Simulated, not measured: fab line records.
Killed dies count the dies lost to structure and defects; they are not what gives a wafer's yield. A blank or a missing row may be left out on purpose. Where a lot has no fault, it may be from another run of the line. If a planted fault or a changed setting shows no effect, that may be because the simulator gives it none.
Chamber matching ; flow n5-finfet ; N5_BEOL_M4_ETCH_77 on rie-diel-04 has 4 sister chambers
The step etches underlayer in N2/H2, target depth 6.5 nm, time 5.2 s. 20 wafers are shown with their chamber, then 10 later ones without.

WAFERS, EACH WITH ITS CHAMBER
wafer;chamber;throttle-valve-pct (%);showerhead-plenum-p-Torr (Torr);etch-rf-on-time-s (s)
L078.1;1;17.55;2.60;5.21
L078.2;2;17.87;2.67;5.10
L078.3;0;18.15;2.71;5.47
L078.4;1;17.57;2.60;5.21
L078.5;0;18.17;2.71;5.42
L078.6;2;17.84;2.67;5.08
L077.2;2;17.84;2.67;5.09
L077.4;0;18.17;2.71;5.44
L077.6;1;17.58;2.60;5.24
L080.1;2;17.83;2.67;5.19
L080.3;1;17.54;2.60;5.32
L080.5;2;17.84;2.67;5.14
L089.1;0;18.19;2.70;5.42
L089.4;2;17.86;2.66;5.12
L089.6;0;18.17;2.70;5.43
L094.1;1;17.62;2.59;5.18
L094.2;0;18.22;2.70;5.44
L094.3;3;17.22;2.71;4.91
L094.4;2;17.90;2.66;5.13
L094.5;2;17.89;2.66;5.12

SIGNATURES (means of the wafers above)
reading;chamber 0;chamber 1;chamber 2;chamber 3;scatter within a chamber
throttle-valve-pct;18.1783;17.5720;17.8588;17.2200;0.0268
showerhead-plenum-p-Torr;2.7050;2.5980;2.6662;2.7100;0.00511
etch-rf-on-time-s;5.4367;5.2320;5.1212;4.9100;0.0367
Rule: for each reading, subtract the chamber's mean from the wafer's reading, divide by that reading's scatter and square the result; add these up over the readings and take the root, which gives the wafer's distance from the chamber. If the next closest chamber is less than 2 further off than the closest, the wafer can't be placed; otherwise it belongs to the closest. The scatter is the square root of a quotient: the sum, over the shown wafers, of each reading's squared deviation from its chamber's mean, divided by wafers minus chambers.

WAFERS WHOSE CHAMBER IS MISSING
wafer;throttle-valve-pct (%);showerhead-plenum-p-Torr (Torr);etch-rf-on-time-s (s)
L094.6;17.23;2.71;4.90
L097.1;17.23;2.71;4.98
L097.2;18.20;2.69;5.44
L097.3;17.63;2.58;5.26
L097.4;17.93;2.65;5.23
L097.5;17.91;2.65;5.24
L097.6;17.26;2.71;5.01
L096.4;17.90;2.65;5.17
L096.5;17.63;2.58;5.28
L096.6;17.92;2.65;5.17

EACH ONE'S CHAMBER
wafer;from the rows above;in truth
L094.6;3;3
L097.1;3;3
L097.2;0;0
L097.3;1;1
L097.4;2;2
L097.5;2;2
L097.6;3;3
L096.4;2;2
L096.5;1;1
L096.6;2;2
Correctly placed: 10 of 10. Number that these rows cannot place: 0. 0 placed wrongly.
